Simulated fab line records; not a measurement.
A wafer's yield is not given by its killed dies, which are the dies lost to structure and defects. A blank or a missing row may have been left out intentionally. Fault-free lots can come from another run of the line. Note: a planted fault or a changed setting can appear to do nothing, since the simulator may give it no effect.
fab line records	flow nand_harc
[record] lots = 24	wafers = 72	last_day = 34
route steps=1302 shown A_M0@1153 A_M1@1190 A_BONDPAD@1223 THIN_TSV@1245
lots untouched by any fault: they come from a run of this same line in which no faults occurred
start_h: hours from the record's opening day to when the first of the lot's shown wafers began	wait_h: hours since the lot's step before	" identical to the entry in the row above	L1.1+2: a single row standing in for several wafers	- either no value or no given start	* or withheld: withheld	< > ~ a bound
route shown NAME@n: names a module that has steps shown in the file, with the first one's number in the route	usual: average and standard deviation across the fault-free wafers	same: alike in all rows	chamber/n: place in a boat	sites: each site's reading	_std_site: the standard deviation of these	_edge_site: mean of outer sites minus mean of inner sites	radius_mm: for every site, how far away it sits from the centre of the wafer	mask NAME#n: copy n	behind: the tool/chamber that last shaped the wafer	hold: reason for holding the lot/hours on hold/outcome of the hold	device: names the non-switching transistor (n, p or np)	end of line: the tests these same wafers got at the end of their route	step lacking rows: just its recipe	killed: dies lost to structure and defects at the first sort, not the wafer's yield	map: a wafer's dies, marking killed ones x, the rest . and places with no die _
set.NAME: setting as actually run; set.NAME@STEP: the setting as run at that earlier step	model.NAME: the simulator's own value behind a step, which no gauge read
a sample of lots followed through the steps of the route, with each step as a table and each wafer as a row
services: when a tool's chamber went out of use (start_h, in hours from the record's first day, below 0 if earlier), for how many hours, and the reason
[[steps]]
[step NHARC_A_M0_CD_MEAS_16]
[usual] cd_nm = 79.5/0.97
lot.wafer	tool	chamber	start_h	wait_h	cd_nm
L074.1	cd_sem-01	-	516.85	-	79.9
L074.5	"	-	"	"	80.2
L074.6	"	-	"	"	78.9
L075.1	cd_sem-01	-	532.61	-	79.6
L075.2	"	-	"	"	78.2
L075.6	"	-	"	"	79.0
L076.2	cd_sem-03	-	541.35	-	79.9
L076.4	"	-	"	"	79.5
L076.5	"	-	"	"	80.2
L077.1	cd_sem-02	-	556.19	-	80.1
L077.3	"	-	"	"	78.0
L077.6	"	-	"	"	79.2
L078.3	cd_sem-01	-	557.57	-	79.1
L078.4	"	-	"	"	79.0
L078.6	"	-	"	"	79.8
L080.3	cd_sem-03	-	572.26	-	79.8
L080.4	"	-	"	"	80.3
L080.5	"	-	"	"	81.2
L079.2	cd_sem-01	-	583.76	-	79.8
L079.4	"	-	"	"	80.6
L079.6	"	-	"	"	79.7
L081.1	cd_sem-03	-	606.57	-	80.4
L081.2	"	-	"	"	80.9
L081.6	"	-	"	"	79.9
L082.1	cd_sem-03	-	611.55	-	78.4
L082.2	"	-	"	"	79.2
L082.6	"	-	"	"	80.1
L083.3	cd_sem-01	-	618.30	-	79.8
L083.4	"	-	"	"	79.5
L083.5	"	-	"	"	81.0
L084.2	cd_sem-01	-	630.62	-	77.7
L084.3	"	-	"	"	80.4
L084.5	"	-	"	"	79.3
L085.2	cd_sem-01	-	634.86	-	79.8
L085.5	"	-	"	"	79.7
L085.6	"	-	"	"	78.8
L086.3	cd_sem-01	-	641.87	-	79.2
L086.4	"	-	"	"	78.5
L086.5	"	-	"	"	80.3
L088.2	cd_sem-03	-	657.81	-	80.8
L088.3	"	-	"	"	79.4
L088.5	"	-	"	"	79.0
L087.1	cd_sem-01	-	659.18	-	78.3
L087.2	"	-	"	"	78.8
L087.5	"	-	"	"	78.7
L089.2	cd_sem-02	-	664.51	-	77.6
L089.4	"	-	"	"	79.1
L089.6	"	-	"	"	79.6
L091.1	cd_sem-03	-	672.11	-	79.9
L091.2	"	-	"	"	80.7
L091.5	"	-	"	"	78.2
L090.1	cd_sem-01	-	673.23	-	80.0
L090.3	"	-	"	"	80.0
L090.6	"	-	"	"	79.5
L092.1	cd_sem-01	-	707.94	-	80.7
L092.3	"	-	"	"	80.7
L092.6	"	-	"	"	79.3
L093.1	cd_sem-01	-	709.46	-	79.6
L093.3	"	-	"	"	77.3
L093.6	"	-	"	"	79.1
L094.1	cd_sem-02	-	719.59	-	79.4
L094.4	"	-	"	"	79.2
L094.5	"	-	"	"	79.4
L095.1	cd_sem-01	-	722.00	-	80.6
L095.3	"	-	"	"	79.9
L095.6	"	-	"	"	80.5
L096.2	cd_sem-02	-	748.38	-	80.1
L096.4	"	-	"	"	80.0
L096.6	"	-	"	"	78.5
L097.1	cd_sem-02	-	759.64	-	79.1
L097.3	"	-	"	"	78.8
L097.5	"	-	"	"	78.9
[step NHARC_A_M0_STRIP_18]
[recipe] power_w = 1000	n2_flow_sccm = 150	h2_flow_sccm = 150	ar_flow_sccm = 0	bias_w = 0	chemistry = N2/H2
[usual] drypump_motor_current_A = 5.8/0.63	n2_flow_sccm = 150.0/0.42	oes_product_au = 0.998/0.014	rf_vpp_V = 90.7/0.97	showerhead_plenum_p_Torr = 2.04/0.097	throttle_valve_pct = 14.170/0.0081
lot.wafer	tool	chamber	start_h	wait_h	drypump_motor_current_A	n2_flow_sccm	oes_product_au	rf_hours_counter_h	rf_vpp_V	showerhead_plenum_p_Torr	throttle_valve_pct
L074.1	rie_diel-13	1	516.97	0.1	4.9	150.6	0.978	5.9	91.2	2.11	14.183
L074.6	"	3	"	"	5.8	149.7	1.003	-	90.8	2.07	14.173
L074.5	"	0	"	"	5.1	149.4	1.003	-	89.4	1.90	14.191
L075.1	rie_diel-02	2	532.68	0.1	6.6	150.3	1.005	6.4	89.8	2.02	14.167
L075.2	"	3	"	"	5.9	149.5	1.016	6.0	90.2	2.14	14.176
L075.6	"	2	"	"	6.6	149.6	0.994	-	91.9	2.02	14.166
L076.4	rie_diel-02	1	541.42	0.1	6.7	149.5	1.017	7.6	90.4	1.89	14.161
L076.2	"	2	"	"	6.5	150.2	1.011	7.9	91.1	2.02	14.162
L076.5	"	1	"	"	6.7	149.8	1.035	-	89.1	1.89	14.160
L077.1	rie_diel-04	1	556.29	0.1	5.8	149.6	1.019	0.3	90.2	1.98	14.166
L077.3	"	3	"	"	5.0	148.9	0.983	0.3	90.3	2.01	14.166
L077.6	"	1	"	"	5.7	149.4	1.018	-	90.9	1.99	14.172
L078.4	rie_diel-02	0	557.64	0.1	5.3	149.6	0.994	8.2	91.1	2.14	14.167
L078.3	"	2	"	"	6.6	150.7	1.003	9.1	91.3	2.01	14.171
L078.6	"	1	"	"	6.6	150.0	1.016	-	90.7	1.89	14.176
L080.4	rie_diel-13	2	572.38	0.1	5.1	150.3	0.973	1.5	92.2	2.17	14.175
L080.3	"	3	"	"	5.8	149.9	0.972	2.2	91.2	2.07	14.186
L080.5	"	1	"	"	4.8	150.7	0.984	-	92.1	2.11	14.165
L079.2	rie_diel-04	1	583.86	0.1	5.8	149.9	1.021	3.3	90.7	1.98	14.161
L079.4	"	3	"	"	5.0	150.1	1.000	2.3	90.4	2.01	14.172
L079.6	"	1	"	"	5.7	149.4	1.030	-	90.3	1.98	14.170
L081.2	rie_diel-13	0	606.64	0.1	5.1	150.4	0.979	3.4	89.7	1.90	14.174
L081.1	"	1	"	"	4.9	150.5	0.973	3.4	91.3	2.11	14.164
L081.6	"	1	"	"	4.8	150.2	0.975	-	92.2	2.11	14.177
L082.2	rie_diel-02	0	611.62	0.1	5.3	150.0	1.012	3.2	90.5	2.14	14.164
L082.1	"	2	"	"	6.6	149.9	1.001	3.5	90.1	2.01	14.171
L082.6	"	1	"	"	6.6	150.1	0.996	-	90.9	1.89	14.171
L083.3	rie_diel-02	2	618.39	0.1	6.6	150.3	0.998	3.6	91.6	2.01	14.178
L083.4	"	0	"	"	5.3	149.9	1.022	3.3	91.7	2.14	14.180
L083.5	"	2	"	"	6.6	150.4	0.991	-	91.2	2.01	14.160
L084.3	rie_diel-13	0	630.74	0.1	5.1	149.6	0.995	4.6	91.3	1.90	14.172
L084.2	"	1	"	"	4.8	150.8	0.976	4.6	91.4	2.11	14.184
L084.5	"	2	"	"	5.1	149.5	0.979	-	89.6	2.17	14.163
L085.2	rie_diel-13	0	634.93	0.1	5.1	150.3	1.001	5.3	90.3	1.90	14.167
L085.5	"	0	"	"	5.1	149.7	0.997	-	91.9	1.90	14.176
L085.6	"	1	"	"	4.9	150.3	0.978	-	91.6	2.11	14.187
L086.3	rie_diel-02	2	641.94	0.1	6.6	149.8	0.998	4.1	91.7	2.01	14.167
L086.4	"	0	"	"	5.3	150.4	1.007	3.7	92.0	2.14	14.181
L086.5	"	2	"	"	6.6	150.1	0.998	-	89.7	2.01	14.165
L088.2	rie_diel-02	2	657.91	0.1	6.6	149.4	0.993	4.4	89.9	2.01	14.168
L088.3	"	0	"	"	5.3	150.6	1.031	4.0	92.5	2.14	14.158
L088.5	"	2	"	"	6.6	150.0	0.992	-	90.4	2.01	14.162
L087.1	rie_diel-02	0	659.26	0.1	5.3	150.3	1.031	4.1	90.4	2.14	14.155
L087.2	"	3	"	"	6.0	149.9	1.003	3.9	92.3	2.14	14.168
L087.5	"	1	"	"	6.7	150.2	1.001	-	90.6	1.89	14.162
L089.2	rie_diel-04	3	664.62	0.1	5.1	150.5	1.004	6.5	90.3	2.01	14.170
L089.4	"	1	"	"	5.7	150.1	1.028	-	90.1	1.98	14.175
L089.6	"	0	"	"	6.2	150.0	1.003	-	91.0	2.08	14.161
L091.2	rie_diel-13	1	672.21	0.1	4.9	150.2	0.989	8.2	92.5	2.11	14.164
L091.1	"	2	"	"	5.2	150.5	0.994	4.7	92.1	2.17	14.166
L091.5	"	0	"	"	5.1	149.7	1.011	-	90.2	1.90	14.169
L090.3	rie_diel-02	1	673.31	0.1	6.6	149.8	0.999	4.9	89.2	1.89	14.177
L090.1	"	3	"	"	6.0	150.4	1.006	4.2	90.5	2.14	14.175
L090.6	"	1	"	"	6.6	149.5	0.994	-	89.7	1.89	14.160
L092.3	rie_diel-02	1	708.02	0.1	6.7	150.0	1.003	7.7	89.9	1.89	14.177
L092.1	"	2	"	"	6.6	149.7	1.000	7.4	91.3	2.01	14.175
L092.6	"	2	"	"	6.5	150.2	0.992	-	90.6	2.01	14.171
L093.3	rie_diel-02	0	709.53	0.1	5.3	150.2	1.002	6.9	89.6	2.14	14.170
L093.1	"	1	"	"	6.7	150.4	1.002	7.7	87.7	1.89	14.170
L093.6	"	1	"	"	6.7	149.8	1.004	-	89.5	1.88	14.159
L094.4	rie_diel-13	0	719.69	0.1	5.1	149.7	0.990	0.4	88.3	1.90	14.184
L094.1	"	1	"	"	4.9	150.0	0.987	0.6	90.5	2.11	14.171
L094.5	"	0	"	"	5.1	150.3	0.987	-	89.8	1.90	14.170
L095.3	rie_diel-02	0	722.10	0.1	5.3	149.6	0.998	7.1	91.8	2.14	14.163
L095.1	"	1	"	"	6.7	149.9	1.006	8.0	91.5	1.89	14.168
L095.6	"	0	"	"	5.3	149.7	1.000	-	91.7	2.14	14.171
L096.4	rie_diel-04	3	748.45	0.1	5.1	150.0	0.989	2.2	90.9	2.00	14.180
L096.2	"	0	"	"	6.2	149.9	0.990	1.3	91.1	2.08	14.152
L096.6	"	3	"	"	5.1	150.2	0.979	-	90.5	2.00	14.159
L097.1	rie_diel-04	1	759.74	0.1	5.7	150.0	1.002	2.4	91.5	1.98	14.163
L097.3	"	3	"	"	5.0	149.8	0.977	2.8	90.6	2.00	14.170
L097.5	"	0	"	"	6.2	150.3	0.987	-	90.5	2.08	14.159
[step NHARC_A_M0_PRE_CLEAN_29]
[recipe] time_s = 30	temp_c = 280	gas = H2/He
[usual] heater_power_w = 414/55
lot.wafer	tool	chamber	start_h	wait_h	heater_power_w
L074.1	pvd_sputter-02	-	-	-	355
L074.6	"	-	"	"	387
L074.5	"	-	"	"	464
L075.1	pvd_sputter-02	-	-	-	387
L075.2	"	-	"	"	467
L075.6	"	-	"	"	340
L076.2	pvd_sputter-03	-	-	-	406
L076.4	"	-	"	"	362
L076.5	"	-	"	"	445
L077.3	pvd_sputter-01	-	-	-	330
L077.1	"	-	"	"	500
L077.6	"	-	"	"	499
L078.4	pvd_sputter-01	-	-	-	326
L078.3	"	-	"	"	445
L078.6	"	-	"	"	320
L080.4	pvd_sputter-01	-	-	-	455
L080.3	"	-	"	"	420
L080.5	"	-	"	"	494
L079.4	pvd_sputter-02	-	-	-	343
L079.2	"	-	"	"	393
L079.6	"	-	"	"	384
L081.2	pvd_sputter-01	-	-	-	345
L081.1	"	-	"	"	529
L081.6	"	-	"	"	348
L082.1	pvd_sputter-03	-	-	-	384
L082.2	"	-	"	"	368
L082.6	"	-	"	"	387
L083.3	pvd_sputter-01	-	-	-	523
L083.4	"	-	"	"	340
L083.5	"	-	"	"	449
L084.2	pvd_sputter-02	-	-	-	378
L084.3	"	-	"	"	341
L084.5	"	-	"	"	383
L085.2	pvd_sputter-02	-	-	-	348
L085.6	"	-	"	"	461
L085.5	"	-	"	"	391
L086.3	pvd_sputter-03	-	-	-	377
L086.4	"	-	"	"	350
L086.5	"	-	"	"	380
L088.3	pvd_sputter-02	-	-	-	460
L088.2	"	-	"	"	374
L088.5	"	-	"	"	382
L087.1	pvd_sputter-01	-	-	-	452
L087.2	"	-	"	"	410
L087.5	"	-	"	"	415
L089.2	pvd_sputter-01	-	-	-	420
L089.4	"	-	"	"	349
L089.6	"	-	"	"	456
L091.2	pvd_sputter-03	-	-	-	414
L091.1	"	-	"	"	452
L091.5	"	-	"	"	417
L090.3	pvd_sputter-02	-	-	-	378
L090.1	"	-	"	"	336
L090.6	"	-	"	"	473
L092.1	pvd_sputter-01	-	-	-	451
L092.3	"	-	"	"	525
L092.6	"	-	"	"	446
L093.1	pvd_sputter-01	-	-	-	456
L093.3	"	-	"	"	406
L093.6	"	-	"	"	456
L094.1	pvd_sputter-01	-	-	-	462
L094.4	"	-	"	"	410
L094.5	"	-	"	"	444
L095.1	pvd_sputter-03	-	-	-	401
L095.3	"	-	"	"	375
L095.6	"	-	"	"	405
L096.4	pvd_sputter-03	-	-	-	417
L096.2	"	-	"	"	401
L096.6	"	-	"	"	367
L097.3	pvd_sputter-02	-	-	-	333
L097.1	"	-	"	"	378
L097.5	"	-	"	"	378
[step NHARC_A_M1_PRE_CLEAN_30]
[recipe] time_s = 30	temp_c = 280	gas = H2/He
[usual] heater_power_w = 416/59
lot.wafer	tool	chamber	start_h	wait_h	heater_power_w
L074.1	pvd_sputter-01	-	-	-	492
L074.6	"	-	"	"	452
L074.5	"	-	"	"	416
L075.1	pvd_sputter-02	-	-	-	386
L075.2	"	-	"	"	337
L075.6	"	-	"	"	462
L076.4	pvd_sputter-02	-	-	-	340
L076.2	"	-	"	"	454
L076.5	"	-	"	"	391
L077.3	pvd_sputter-03	-	-	-	454
L077.1	"	-	"	"	374
L077.6	"	-	"	"	395
L078.3	pvd_sputter-02	-	-	-	393
L078.4	"	-	"	"	383
L078.6	"	-	"	"	478
L080.3	pvd_sputter-02	-	-	-	390
L080.4	"	-	"	"	393
L080.5	"	-	"	"	477
L079.2	pvd_sputter-03	-	-	-	402
L079.4	"	-	"	"	444
L079.6	"	-	"	"	383
L081.1	pvd_sputter-01	-	-	-	329
L081.2	"	-	"	"	459
L081.6	"	-	"	"	508
L082.1	pvd_sputter-01	-	-	-	337
L082.2	"	-	"	"	413
L082.6	"	-	"	"	508
L083.3	pvd_sputter-01	-	-	-	538
L083.4	"	-	"	"	334
L083.5	"	-	"	"	461
L084.3	pvd_sputter-01	-	-	-	399
L084.2	"	-	"	"	340
L084.5	"	-	"	"	331
L085.2	pvd_sputter-01	-	-	-	453
L085.5	"	-	"	"	339
L085.6	"	-	"	"	536
L086.4	pvd_sputter-01	-	-	-	451
L086.3	"	-	"	"	419
L086.5	"	-	"	"	516
L088.2	pvd_sputter-02	-	-	-	468
L088.3	"	-	"	"	389
L088.5	"	-	"	"	339
L087.2	pvd_sputter-03	-	-	-	373
L087.1	"	-	"	"	436
L087.5	"	-	"	"	412
L089.2	pvd_sputter-03	-	-	-	448
L089.4	"	-	"	"	390
L089.6	"	-	"	"	385
L091.1	pvd_sputter-02	-	-	-	471
L091.2	"	-	"	"	385
L091.5	"	-	"	"	475
L090.1	pvd_sputter-01	-	-	-	336
L090.3	"	-	"	"	438
L090.6	"	-	"	"	409
L092.1	pvd_sputter-01	-	-	-	466
L092.3	"	-	"	"	410
L092.6	"	-	"	"	459
L093.3	pvd_sputter-01	-	-	-	426
L093.1	"	-	"	"	337
L093.6	"	-	"	"	418
L094.4	pvd_sputter-03	-	-	-	425
L094.1	"	-	"	"	365
L094.5	"	-	"	"	389
L095.3	pvd_sputter-01	-	-	-	341
L095.1	"	-	"	"	513
L095.6	"	-	"	"	338
L096.4	pvd_sputter-01	-	-	-	520
L096.2	"	-	"	"	450
L096.6	"	-	"	"	460
L097.3	pvd_sputter-02	-	-	-	332
L097.1	"	-	"	"	377
L097.5	"	-	"	"	387
[step NHARC_A_BONDPAD_ETCH_24]
[recipe] target_depth_a = 300	over_etch_frac = 0.3	time_s = 72.99	ion_energy_ev = 150	cf4_flow_sccm = 50	n2_flow_sccm = 100	ar_flow_sccm = 150	rf_w = 300	bias_w = 100	chemistry = CF4/N2
[usual] drypump_motor_current_A = 5.5/0.34	n2_flow_sccm = 100.0/0.32	oes_product_au = 1.003/0.012	rf_vpp_V = 313.9/2.5	showerhead_plenum_p_Torr = 2.61/0.14	throttle_valve_pct = 19.794/0.0091
lot.wafer	tool	chamber	start_h	wait_h	drypump_motor_current_A	n2_flow_sccm	oes_product_au	rf_hours_counter_h	rf_vpp_V	showerhead_plenum_p_Torr	throttle_valve_pct
L074.1	rie_diel-12	1	-	-	5.9	99.9	0.993	11	315.7	2.76	19.798
L074.5	"	0	"	"	5.3	99.9	1.003	-	315.6	2.72	19.785
L074.6	"	1	"	"	5.9	100.1	0.996	-	316.9	2.76	19.786
L075.2	rie_diel-06	0	-	-	5.6	99.6	0.998	2	310.9	2.46	19.796
L075.1	"	1	"	"	5.1	100.0	0.986	1	314.5	2.62	19.792
L075.6	"	0	"	"	5.6	100.1	0.994	-	309.9	2.46	19.788
L076.4	rie_diel-06	3	-	-	5.5	100.6	1.014	2	317.4	2.78	19.806
L076.2	"	2	"	"	5.6	100.1	0.996	2	312.0	2.46	19.791
L076.5	"	3	"	"	5.6	100.4	1.019	-	315.5	2.78	19.788
L077.1	rie_diel-06	3	-	-	5.5	100.5	1.028	2	316.2	2.78	19.782
L077.3	"	0	"	"	5.6	100.2	0.992	2	311.6	2.46	19.820
L077.6	"	0	"	"	5.6	100.2	0.998	-	311.0	2.46	19.802
L078.4	rie_diel-06	0	-	-	5.6	100.0	0.993	2	312.5	2.46	19.789
L078.3	"	1	"	"	5.1	99.8	0.991	1	313.3	2.62	19.810
L078.6	"	2	"	"	5.6	100.0	1.005	-	311.6	2.46	19.796
L080.4	rie_diel-01	2	-	-	5.4	100.4	0.982	4	316.6	2.84	19.787
L080.3	"	0	"	"	5.1	100.0	1.001	5	316.1	2.76	19.786
L080.5	"	2	"	"	5.4	100.5	0.977	-	317.5	2.84	19.803
L079.2	rie_diel-06	3	-	-	5.5	100.0	1.017	3	316.3	2.78	19.783
L079.4	"	2	"	"	5.6	99.3	0.998	3	310.9	2.46	19.787
L079.6	"	0	"	"	5.6	100.1	1.003	-	312.8	2.46	19.800
L081.2	rie_diel-12	3	-	-	6.3	100.0	1.022	25	316.9	2.73	19.773
L081.1	"	0	"	"	5.3	100.0	0.995	24	315.8	2.72	19.776
L081.6	"	2	"	"	5.0	100.1	1.027	-	311.0	2.46	19.786
L082.2	rie_diel-06	3	-	-	5.5	100.1	1.021	3	316.4	2.78	19.787
L082.1	"	0	"	"	5.6	100.2	0.996	3	311.8	2.46	19.801
L082.6	"	0	"	"	5.6	100.5	1.001	-	310.7	2.46	19.801
L083.3	rie_diel-06	0	627.58	0.1	5.6	99.8	1.007	4	310.6	2.46	19.779
L083.5	"	1	"	"	5.1	99.9	0.979	-	313.4	2.62	19.807
L083.4	"	0	"	"	5.6	100.2	1.004	-	311.4	2.46	19.806
L084.3	rie_diel-12	0	-	-	5.3	100.0	1.003	0	316.5	2.72	19.789
L084.2	"	3	"	"	6.3	100.2	1.001	0	315.4	2.73	19.787
L084.5	"	1	"	"	5.9	99.9	0.981	-	317.2	2.75	19.777
L085.2	rie_diel-12	0	-	-	5.3	99.4	0.995	2	316.6	2.72	19.798
L085.6	"	1	"	"	5.9	100.4	0.989	-	316.5	2.75	19.802
L085.5	"	2	"	"	5.1	99.8	1.012	-	311.7	2.46	19.812
L086.3	rie_diel-06	2	-	-	5.6	100.4	1.008	4	311.0	2.46	19.793
L086.4	"	0	"	"	5.6	99.9	1.001	5	309.6	2.46	19.785
L086.5	"	2	"	"	5.6	99.9	1.004	-	312.9	2.46	19.805
L088.3	rie_diel-12	1	-	-	5.9	100.3	0.994	6	314.9	2.75	19.796
L088.2	"	2	"	"	5.1	100.5	1.020	6	310.6	2.45	19.793
L088.5	"	1	"	"	5.9	100.0	0.992	-	315.9	2.75	19.787
L087.2	rie_diel-12	3	-	-	6.3	100.4	1.008	4	316.5	2.73	19.799
L087.1	"	0	"	"	5.3	99.8	1.004	6	317.4	2.72	19.782
L087.5	"	2	"	"	5.1	100.4	1.006	-	313.0	2.45	19.796
L089.4	rie_diel-12	0	-	-	5.3	100.5	0.994	6	315.9	2.72	19.793
L089.2	"	1	"	"	5.9	99.9	0.998	7	315.7	2.75	19.790
L089.6	"	3	"	"	6.3	100.5	1.008	-	316.0	2.73	19.799
L091.1	rie_diel-06	0	-	-	5.6	99.5	1.010	0	311.0	2.46	19.797
L091.2	"	2	"	"	5.6	100.3	0.990	0	310.5	2.46	19.801
L091.5	"	0	"	"	5.6	100.1	1.003	-	312.1	2.46	19.796
L090.1	rie_diel-06	2	-	-	5.6	100.1	0.991	0	309.5	2.46	19.784
L090.3	"	0	"	"	5.6	100.4	1.013	0	312.0	2.46	19.801
L090.6	"	3	"	"	5.5	100.2	1.017	-	315.8	2.78	19.801
L092.1	rie_diel-01	1	-	-	6.0	99.9	1.010	54	314.2	2.55	19.786
L092.3	"	3	"	"	5.0	99.5	0.986	48	311.1	2.47	19.791
L092.6	"	0	"	"	5.1	100.1	1.013	-	316.6	2.74	19.804
L093.1	rie_diel-06	0	-	-	5.6	100.1	1.011	1	312.2	2.46	19.793
L093.3	"	2	"	"	5.6	100.1	0.990	1	311.4	2.46	19.794
L093.6	"	0	"	"	5.6	99.8	1.010	-	311.0	2.46	19.803
L094.4	rie_diel-06	0	-	-	5.6	100.0	1.012	1	311.0	2.46	19.777
L094.1	"	1	"	"	5.1	100.1	1.011	1	314.0	2.61	19.801
L094.5	"	0	"	"	5.6	100.1	1.016	-	311.2	2.46	19.784
L095.1	rie_diel-06	0	-	-	5.6	99.5	1.001	1	312.2	2.46	19.799
L095.3	"	1	"	"	5.1	100.1	1.009	2	314.8	2.61	19.789
L095.6	"	3	"	"	5.5	100.1	1.011	-	317.0	2.78	19.793
L096.2	rie_diel-12	1	-	-	5.9	100.2	0.983	22	316.6	2.74	19.795
L096.4	"	2	"	"	5.0	99.3	1.005	20	310.5	2.45	19.809
L096.6	"	1	"	"	5.9	100.2	0.985	-	315.4	2.74	19.790
L097.3	rie_diel-06	0	-	-	5.6	100.2	1.008	2	311.3	2.46	19.794
L097.1	"	1	"	"	5.1	99.9	1.000	2	314.4	2.61	19.812
L097.5	"	1	"	"	5.1	100.1	0.996	-	314.1	2.61	19.800
[step NHARC_THIN_TSV_CMP_01]
[recipe] target_thk_um = 3
[usual] motor_current_A = 12.2/1.3	retaining_ring_pressure_frac = 1.000/0.0047
lot.wafer	tool	chamber	start_h	wait_h	motor_current_A	retaining_ring_pressure_frac
L074.1	cmp-04	1	540.28	1.0	14.1	1.004
L074.6	"	1	"	"	13.8	1.009
L074.5	"	2	"	"	11.0	1.000
L075.1	cmp-04	2	560.93	1.0	11.0	1.001
L075.2	"	3	"	"	11.5	0.996
L075.6	"	2	"	"	11.2	1.000
L076.4	cmp-01	0	562.12	0.4	11.7	1.001
L076.2	"	2	"	"	11.4	1.000
L076.5	"	1	"	"	12.1	0.998
L077.3	cmp-01	0	579.04	0.6	11.4	0.999
L077.1	"	2	"	"	11.6	0.999
L077.6	"	1	"	"	12.2	1.009
L078.4	cmp-01	1	580.24	0.4	11.9	1.005
L078.3	"	2	"	"	11.1	0.999
L078.6	"	1	"	"	12.0	1.003
L080.4	cmp-01	3	594.25	0.5	13.5	1.000
L080.3	"	0	"	"	10.8	0.996
L080.5	"	2	"	"	11.4	0.999
L079.2	cmp-01	2	613.22	0.8	11.3	1.006
L079.4	"	1	"	"	12.1	1.003
L079.6	"	3	"	"	13.8	0.995
L081.1	cmp-01	2	630.97	1.0	10.9	0.996
L081.2	"	3	"	"	12.9	1.008
L081.6	"	3	"	"	12.7	1.010
L082.1	cmp-04	2	632.23	1.1	10.9	0.995
L082.2	"	0	"	"	15.0	0.997
L082.6	"	1	"	"	13.6	0.992
L083.3	cmp-03	3	641.97	0.6	11.2	0.993
L083.4	"	2	"	"	9.7	0.992
L083.5	"	0	"	"	11.0	1.002
L084.3	cmp-01	0	656.59	0.6	10.9	0.996
L084.2	"	2	"	"	11.4	0.999
L084.5	"	1	"	"	11.4	0.998
L085.2	cmp-04	2	657.88	0.9	11.6	1.005
L085.6	"	3	"	"	12.0	1.000
L085.5	"	0	"	"	14.9	1.002
L086.3	cmp-01	2	664.03	0.7	11.6	1.000
L086.4	"	0	"	"	11.2	1.005
L086.5	"	1	"	"	11.4	0.997
L088.2	cmp-04	0	681.23	0.9	14.7	1.006
L088.3	"	2	"	"	10.9	0.996
L088.5	"	0	"	"	14.7	1.001
L087.1	cmp-01	1	682.42	1.0	11.3	1.001
L087.2	"	2	"	"	10.6	0.997
L087.5	"	1	"	"	12.0	1.002
L089.2	cmp-04	1	686.81	0.8	13.7	0.999
L089.4	"	3	"	"	11.9	0.996
L089.6	"	1	"	"	13.4	0.993
L091.2	cmp-04	2	694.12	0.8	11.3	0.998
L091.1	"	0	"	"	15.6	1.002
L091.5	"	2	"	"	11.3	0.997
L090.1	cmp-01	2	695.31	1.0	11.6	1.007
L090.3	"	0	"	"	11.2	1.000
L090.6	"	2	"	"	11.8	1.005
L092.3	cmp-04	2	732.55	0.6	11.0	1.001
L092.1	"	0	"	"	15.3	0.999
L092.6	"	3	"	"	11.2	1.003
L093.3	cmp-01	3	733.77	0.7	13.2	0.996
L093.1	"	1	"	"	11.6	0.992
L093.6	"	2	"	"	10.5	1.000
L094.1	cmp-04	3	745.23	1.0	11.7	1.000
L094.4	"	2	"	"	10.8	1.013
L094.5	"	0	"	"	15.1	1.009
L095.3	cmp-04	1	746.50	0.7	13.9	0.999
L095.1	"	2	"	"	10.7	1.000
L095.6	"	0	"	"	14.8	1.004
L096.2	cmp-03	2	772.72	0.9	9.9	0.999
L096.4	"	3	"	"	11.6	0.993
L096.6	"	0	"	"	11.4	0.998
L097.1	cmp-03	2	784.25	1.1	9.7	1.004
L097.3	"	3	"	"	12.1	1.001
L097.5	"	1	"	"	11.7	1.003
[[services]]
tool	chamber	start_h	hours	kind
rie_diel-06	1	516.69	10.2	repair
pvd_sputter-03	-	526.03	10.0	pm
cmp-01	-	533.28	4.0	pm
pvd_sputter-02	-	555.61	2.7	repair
pvd_sputter-01	-	565.00	6.8	repair
rie_diel-02	-	570.70	9.0	pm
pvd_sputter-01	-	582.00	10.0	pm
cmp-01	-	588.37	0.3	repair
pvd_sputter-03	-	603.83	0.7	repair
cmp-01	-	614.30	0.9	repair
rie_diel-02	-	622.20	0.4	repair
rie_diel-06	3	623.28	8.4	repair
cmp-01	-	631.28	4.0	pm
pvd_sputter-02	-	638.00	10.0	pm
cmp-01	-	657.81	4.5	repair
rie_diel-06	-	661.21	9.0	pm
rie_diel-06	0	670.79	7.1	repair
cmp-01	-	674.38	1.5	repair
rie_diel-06	1	684.24	3.2	repair
pvd_sputter-02	-	708.31	1.0	repair
rie_diel-02	0	713.25	7.4	repair
rie_diel-02	-	747.70	9.0	pm
pvd_sputter-01	-	760.00	10.0	pm
pvd_sputter-02	-	768.01	2.0	repair
[[key]]
fault none
